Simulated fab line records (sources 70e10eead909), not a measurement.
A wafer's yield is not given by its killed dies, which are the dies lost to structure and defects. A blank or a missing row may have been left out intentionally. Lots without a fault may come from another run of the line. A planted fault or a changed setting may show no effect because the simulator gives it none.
fab line records	flow nand-harc
record: lots: 6	wafers: 17	last-day: 23
route steps=1159 shown A_ONON_D1@432 END@1159
lots with no fault: from the same line, run without faults
start-h: start of the lot's first displayed wafer, in hours after the record's first day	wait-h: hours from the lot's prior step to this one	" as in the row above	L1.1+2: several wafers, shown together as one row	- no value present, or no start provided	* or withheld: withheld	< > ~ a bound
route shown NAME@n: NAME is a module with steps in the file, n the number in the route of the first one	usual: mean/standard deviation taken from wafers without a fault	same: alike in all rows	chamber/n: place in a boat	sites: each site's reading	_std_site: how widely they spread, as a standard deviation	_edge_site: outer sites' mean less inner sites'	radius-mm: for every site, how far away it sits from the centre of the wafer	mask NAME#n: copy n	behind: the most recent tool/chamber to have shaped the wafer	hold: why the lot was held/for how many hours/how that ended	device: the n, p or np transistor that did not switch	end of line: the tests these same wafers got at the end of their route	a step without rows: its recipe alone	killed: not the wafer's yield, but the dies lost to structure and defects at the first sort	map: a wafer's dies, x killed, . not, _ none there
set.NAME: setting as actually run; set.NAME@STEP: the setting as run at that earlier step	model.NAME: the simulator's own value behind a step, which no gauge read
lots at some steps of the route; a table a step, a row a wafer
services: the hour from which a tool's chamber was out of use, counted from the record's first day as start-h (under 0 if before that day), plus the number of hours and why
== steps ==
step: NHARC_A_ONON_D1_DEP_12
recipe: target-thk-a: 10000	n2-flow-sccm: 2750	n2o-flow-sccm: 2000	nh3-flow-sccm: 500	sih4-flow-sccm: 210	temp-c: 400
step: NHARC_A_ONON_D1_THK_MEAS_14
recipe: thk-meas-gauge: ellipsometry
usual: thk-nm: 999/8.9
lot.wafer	tool	chamber	start-h	wait-h	thk-nm
L577.3	film-metro-02	-	199.35	-	1012
L577.4	"	-	"	"	1013
L577.5	"	-	"	"	1011
L581.2	film-metro-02	-	237.97	-	1006
L581.3	"	-	"	"	1004
L581.4	"	-	"	"	1005
L585.1	film-metro-02	-	254.28	-	998
L585.4	"	-	"	"	999
L585.6	"	-	"	"	999
L584.1	film-metro-01	-	254.29	-	1009
L584.3	"	-	"	"	1009
L584.6	"	-	"	"	1008
L587.2	film-metro-02	-	257.87	-	984
L587.3	"	-	"	"	984
L587.4	"	-	"	"	985
L586.2	film-metro-01	-	257.95	-	998
L586.6	"	-	"	"	998
step: NHARC_A_ONON_D1_ANNEAL_15
recipe: temp-c: 750	time-s: 3600
step: NHARC_A_ONON_D1_DEP_16
recipe: target-thk-a: 10000	n2-flow-sccm: 2750	n2o-flow-sccm: 2000	nh3-flow-sccm: 500	sih4-flow-sccm: 210	temp-c: 400
step: NHARC_A_ONON_D1_THK_MEAS_18
recipe: thk-meas-gauge: ellipsometry
usual: thk-nm: 1003/9.1
lot.wafer	tool	chamber	start-h	wait-h	thk-nm
L577.3	film-metro-02	-	206.47	-	1005
L577.4	"	-	"	"	1004
L577.5	"	-	"	"	1004
L581.2	film-metro-02	-	245.11	-	997
L581.3	"	-	"	"	999
L581.4	"	-	"	"	999
L584.1	film-metro-01	-	261.67	-	998
L584.3	"	-	"	"	999
L584.6	"	-	"	"	999
L585.1	film-metro-02	-	261.68	-	1002
L585.4	"	-	"	"	1001
L585.6	"	-	"	"	1001
L587.2	film-metro-01	-	265.11	-	992
L587.3	"	-	"	"	990
L587.4	"	-	"	"	991
L586.2	film-metro-02	-	265.12	-	1006
L586.6	"	-	"	"	1006
step: NHARC_A_ONON_D1_DEP_19
recipe: target-thk-a: 10000	n2-flow-sccm: 2750	n2o-flow-sccm: 2000	nh3-flow-sccm: 500	sih4-flow-sccm: 210	temp-c: 400
step: NHARC_A_ONON_D1_THK_MEAS_21
recipe: thk-meas-gauge: ellipsometry
usual: thk-nm: 1000/9.8
lot.wafer	tool	chamber	start-h	wait-h	thk-nm
L577.3	film-metro-02	-	207.03	-	1001
L577.4	"	-	"	"	1000
L577.5	"	-	"	"	1000
L581.2	film-metro-02	-	245.67	-	996
L581.3	"	-	"	"	996
L581.4	"	-	"	"	995
L584.1	film-metro-01	-	262.24	-	996
L584.3	"	-	"	"	994
L584.6	"	-	"	"	996
L585.1	film-metro-02	-	262.25	-	1008
L585.4	"	-	"	"	1008
L585.6	"	-	"	"	1008
L586.2	film-metro-01	-	265.68	-	1003
L586.6	"	-	"	"	1005
L587.2	film-metro-02	-	265.68	-	1000
L587.3	"	-	"	"	999
L587.4	"	-	"	"	1001
step: NHARC_A_ONON_D1_DEP_22
recipe: target-thk-a: 10000	n2-flow-sccm: 2750	n2o-flow-sccm: 2000	nh3-flow-sccm: 500	sih4-flow-sccm: 210	temp-c: 400
step: NHARC_A_ONON_D1_THK_MEAS_24
recipe: thk-meas-gauge: ellipsometry
usual: thk-nm: 1000/12
lot.wafer	tool	chamber	start-h	wait-h	thk-nm
L577.3	film-metro-02	-	207.60	-	988
L577.4	"	-	"	"	987
L577.5	"	-	"	"	988
L581.2	film-metro-01	-	246.24	-	963
L581.3	"	-	"	"	965
L581.4	"	-	"	"	965
L584.1	film-metro-01	-	262.81	-	987
L584.3	"	-	"	"	986
L584.6	"	-	"	"	989
L585.1	film-metro-02	-	262.82	-	1011
L585.4	"	-	"	"	1012
L585.6	"	-	"	"	1014
L587.2	film-metro-02	-	266.24	-	989
L587.3	"	-	"	"	990
L587.4	"	-	"	"	990
L586.2	film-metro-01	-	266.25	-	1013
L586.6	"	-	"	"	1013
step: NHARC_A_ONON_D1_DEP_25
recipe: target-thk-a: 10000	n2-flow-sccm: 2750	n2o-flow-sccm: 2000	nh3-flow-sccm: 500	sih4-flow-sccm: 210	temp-c: 400
step: NHARC_A_ONON_D1_THK_MEAS_27
recipe: thk-meas-gauge: ellipsometry
usual: thk-nm: 997/9
lot.wafer	tool	chamber	start-h	wait-h	thk-nm
L577.3	film-metro-02	-	208.17	-	1001
L577.4	"	-	"	"	1000
L577.5	"	-	"	"	1001
L581.2	film-metro-01	-	246.80	-	980
L581.3	"	-	"	"	980
L581.4	"	-	"	"	981
L584.1	film-metro-02	-	263.38	-	996
L584.3	"	-	"	"	995
L584.6	"	-	"	"	995
L585.1	film-metro-01	-	263.41	-	1014
L585.4	"	-	"	"	1014
L585.6	"	-	"	"	1011
L587.2	film-metro-02	-	266.80	-	992
L587.3	"	-	"	"	992
L587.4	"	-	"	"	991
L586.2	film-metro-01	-	266.81	-	995
L586.6	"	-	"	"	993
step: NHARC_A_ONON_D1_DEP_28
recipe: target-thk-a: 10000	n2-flow-sccm: 2750	n2o-flow-sccm: 2000	nh3-flow-sccm: 500	sih4-flow-sccm: 210	temp-c: 400
usual: susceptor-temp-C: 400.01/0.23
lot.wafer	tool	chamber	start-h	wait-h	susceptor-temp-C
L577.3	pecvd-onon-03	0	208.34	0.2	400.09
L577.4	"	0	"	"	400.21
L577.5	"	0	"	"	400.16
L581.2	pecvd-onon-02	0	246.92	0.1	399.95
L581.3	"	0	"	"	400.02
L581.4	"	0	"	"	400.14
L584.1	pecvd-onon-03	0	263.44	0.1	399.48
L584.3	"	0	"	"	399.74
L584.6	"	0	"	"	400.19
L585.1	pecvd-onon-02	0	263.46	0.1	399.61
L585.4	"	0	"	"	399.84
L585.6	"	0	"	"	399.65
L587.2	pecvd-onon-03	0	266.92	0.1	400.29
L587.3	"	0	"	"	400.20
L587.4	"	0	"	"	399.99
L586.2	pecvd-onon-02	0	266.92	0.1	399.79
L586.6	"	0	"	"	400.38
step: NHARC_A_ONON_D1_THK_MEAS_30
recipe: thk-meas-gauge: ellipsometry
usual: thk-nm: 996/8.1
lot.wafer	tool	chamber	start-h	wait-h	thk-nm
L577.3	film-metro-02	-	208.73	-	1006
L577.4	"	-	"	"	1005
L577.5	"	-	"	"	1006
L581.2	film-metro-01	-	247.38	-	997
L581.3	"	-	"	"	998
L581.4	"	-	"	"	997
L584.1	film-metro-01	-	263.94	-	995
L584.3	"	-	"	"	996
L584.6	"	-	"	"	996
L585.1	film-metro-02	-	263.98	-	1004
L585.4	"	-	"	"	1006
L585.6	"	-	"	"	679
L587.2	film-metro-01	-	267.37	-	996
L587.3	"	-	"	"	997
L587.4	"	-	"	"	996
L586.2	film-metro-02	-	267.38	-	992
L586.6	"	-	"	"	667
step: NHARC_A_ONON_D1_DEP_33
recipe: target-thk-a: 2000	temp-c: 400	pressure-torr: 6.5	rf-w: 900	teos-flow-sccm: 161.4	flow-sccm: 2650	target-thk-nm: 200	gas: O2	material: SiO2
usual: chamber-pressure-Torr: 6.499/0.014	heater-power-w: 586/48	rf-fwd-power-W: 898.0/2.9	susceptor-temp-C: 400.01/0.21	throttle-valve-pct: 16.1/0.56
lot.wafer	tool	chamber	start-h	wait-h	chamber-pressure-Torr	heater-power-w	rf-fwd-power-W	susceptor-temp-C	throttle-valve-pct
L577.3	pecvd-03	1	208.79	0.1	6.498	586	897.7	399.82	15.9
L577.4	"	1	"	"	6.480	623	892.1	400.17	16.1
L577.5	"	0	"	"	6.509	564	895.2	399.62	16.4
L581.3	pecvd-03	2	247.50	0.1	6.513	546	897.0	400.11	15.8
L581.2	"	0	"	"	6.489	588	902.4	400.28	16.2
L581.4	"	0	"	"	6.478	612	899.0	400.13	16.6
L584.3	pecvd-04	2	264.00	0.1	6.520	645	899.5	399.89	16.4
L584.1	"	1	"	"	6.508	576	898.1	399.70	16.8
L584.6	"	2	"	"	6.523	684	898.8	400.17	16.1
L585.1	pecvd-03	1	264.12	0.1	6.509	629	893.4	399.55	16.1
L585.6	"	0	"	"	6.506	604	900.9	399.99	16.2
L585.4	"	1	"	"	6.504	646	898.3	399.76	16.1
L587.3	pecvd-02	1	267.42	0.1	6.494	595	901.0	400.00	15.8
L587.2	"	2	"	"	6.507	626	892.3	400.05	15.1
L587.4	"	2	"	"	6.519	639	891.2	400.12	14.8
L586.2	pecvd-04	1	267.43	0.1	6.484	542	894.9	400.30	16.7
L586.6	"	1	"	"	6.488	567	901.4	399.93	16.9
step: NHARC_END_SORT_01
recipe: temp-c: 25
usual: killed-at-array: 24/7.4	killed-at-other: 0.5/0.81	killed-at-periphery: 3.4/2.3	killed-dies: 28/8	killed-open: 3.4/1.8	killed-short: 2.0/1.4
same: gross-dies: 677
lot.wafer	tool	chamber	start-h	wait-h	killed-at-array	killed-at-other	killed-at-periphery	killed-dies	killed-open	killed-short
L586.6	prober-02	0	542.38	4.0	673	1	3	677	8	2
L585.6	prober-01	0	549.98	3.9	674	0	3	677	4	0
killed by level:class
L586.6 A_ONON_D1:area-dep=637 A_SLIT:chamber-film-flake=10 A_CHANNEL_HOLE_D1:chamber-film-flake=6 A_STAIRCASE:chamber-film-flake=5 A_CONTACT:chamber-film-flake=3 A_CONTACT:geometric-particle:open=2 A_BLC:geometric-particle:open=2 A_M0:geometric-particle:open=2
L585.6 A_ONON_D1:area-dep=650 A_CHANNEL_HOLE_D1:chamber-film-flake=9 A_STAIRCASE:chamber-film-flake=5 A_CONTACT:chamber-film-flake=4 A_CONTACT:geometric-particle:open=3 A_CHANNEL_FILL_D1:chamber-film-flake=3 P_GATE:chamber-film-flake=2 P_M1:geometric-particle:open=1
map L585.6 (x killed, . not)
____________x____________
_________xxxxxxx_________
_______xxxxxxxxxxx_______
______xxxxxxxxxxxxx______
_____xxxxxxxxxxxxxxx_____
____xxxxxxxxxxxxxxxxx____
____xxxxxxxxxxxxxxxxx____
___xxxxxxxxxxxxxxxxxxx___
___xxxxxxxxxxxxxxxxxxx___
__xxxxxxxxxxxxxxxxxxxxx__
__xxxxxxxxxxxxxxxxxxxxx__
_xxxxxxxxxxxxxxxxxxxxxxx_
_xxxxxxxxxxxxxxxxxxxxxxx_
_xxxxxxxxxxxxxxxxxxxxxxx_
_xxxxxxxxxxxxxxxxxxxxxxx_
_xxxxxxxxxxxxxxxxxxxxxxx_
xxxxxxxxxxxxxxxxxxxxxxxxx
xxxxxxxxxxxxxxxxxxxxxxxxx
xxxxxxxxxxxxxxxxxxxxxxxxx
xxxxxxxxxxxxxxxxxxxxxxxxx
xxxxxxxxxxxxxxxxxxxxxxxxx
_xxxxxxxxxxxxxxxxxxxxxxx_
_xxxxxxxxxxxxxxxxxxxxxxx_
_xxxxxxxxxxxxxxxxxxxxxxx_
_xxxxxxxxxxxxxxxxxxxxxxx_
_xxxxxxxxxxxxxxxxxxxxxxx_
__xxxxxxxxxxxxxxxxxxxxx__
__xxxxxxxxxxxxxxxxxxxxx__
___xxxxxxxxxxxxxxxxxxx___
___xxxxxxxxxxxxxxxxxxx___
____xxxxxxxxxxxxxxxxx____
____xxxxxxxxxxxxxxxxx____
_____xxxxxxxxxxxxxxx_____
______xxxxxxxxxxxxx______
_______xxxxxxxxxxx_______
_________xxxxxxx_________
____________x____________
map L586.6 (x killed, . not)
____________x____________
_________xxxxxxx_________
_______xxxxxxxxxxx_______
______xxxxxxxxxxxxx______
_____xxxxxxxxxxxxxxx_____
____xxxxxxxxxxxxxxxxx____
____xxxxxxxxxxxxxxxxx____
___xxxxxxxxxxxxxxxxxxx___
___xxxxxxxxxxxxxxxxxxx___
__xxxxxxxxxxxxxxxxxxxxx__
__xxxxxxxxxxxxxxxxxxxxx__
_xxxxxxxxxxxxxxxxxxxxxxx_
_xxxxxxxxxxxxxxxxxxxxxxx_
_xxxxxxxxxxxxxxxxxxxxxxx_
_xxxxxxxxxxxxxxxxxxxxxxx_
_xxxxxxxxxxxxxxxxxxxxxxx_
xxxxxxxxxxxxxxxxxxxxxxxxx
xxxxxxxxxxxxxxxxxxxxxxxxx
xxxxxxxxxxxxxxxxxxxxxxxxx
xxxxxxxxxxxxxxxxxxxxxxxxx
xxxxxxxxxxxxxxxxxxxxxxxxx
_xxxxxxxxxxxxxxxxxxxxxxx_
_xxxxxxxxxxxxxxxxxxxxxxx_
_xxxxxxxxxxxxxxxxxxxxxxx_
_xxxxxxxxxxxxxxxxxxxxxxx_
_xxxxxxxxxxxxxxxxxxxxxxx_
__xxxxxxxxxxxxxxxxxxxxx__
__xxxxxxxxxxxxxxxxxxxxx__
___xxxxxxxxxxxxxxxxxxx___
___xxxxxxxxxxxxxxxxxxx___
____xxxxxxxxxxxxxxxxx____
____xxxxxxxxxxxxxxxxx____
_____xxxxxxxxxxxxxxx_____
______xxxxxxxxxxxxx______
_______xxxxxxxxxxx_______
_________xxxxxxx_________
____________x____________
== services ==
tool	chamber	start-h	hours	kind
pecvd-04	-	195.32	13.0	pm
pecvd-04	0	195.32	13.0	vent-cycle
pecvd-04	1	195.32	13.0	vent-cycle
pecvd-04	2	195.32	13.0	vent-cycle
pecvd-04	0	208.32	-	clean
pecvd-04	1	208.32	-	clean
pecvd-04	2	208.32	-	clean
pecvd-03	0	255.90	2.6	repair
== key ==
first-sign: step: NHARC_A_ONON_D1_THK_MEAS_30	reading: thk-nm	direction: down	sigmas: 40	usual: 996	struck: 673
effect: step: NHARC_END_SORT_01	reading: killed-at-array	direction: up	sigmas: 88	usual: 24	struck: 674
more-kills-born-at: NHARC_A_ONON_D1_DEP_28@pecvd-onon-02: 1287
met-at NHARC_A_ONON_D1_DEP_28
struck-wafers L585.6,L586.6
later-rows-left-out L585.6,L586.6
tester-left-out L585,L586
onset-between 246.92 263.46
fault: kind: process-parameter-drift	tool: pecvd-onon-02	chamber: -	onset-h: 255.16	steps: NHARC_A_ONON_D1_DEP_28	channel: target-thk-a	offset: *	shape: step	end-h: 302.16	scope: struck-wafers-only	acts-in: *	stated: *
tester-left-out: of these lots the tester's yield and bins aren't shown, on N5 and GAA mostly nor the transistor test; their killed dies are dies lost to structure and defects alone, not to doping, threshold or leakage, so they don't give the yield
later-rows-left-out: the simulator's readings of these wafers behind a module that went badly wrong aren't trusted and aren't shown, but for the sort
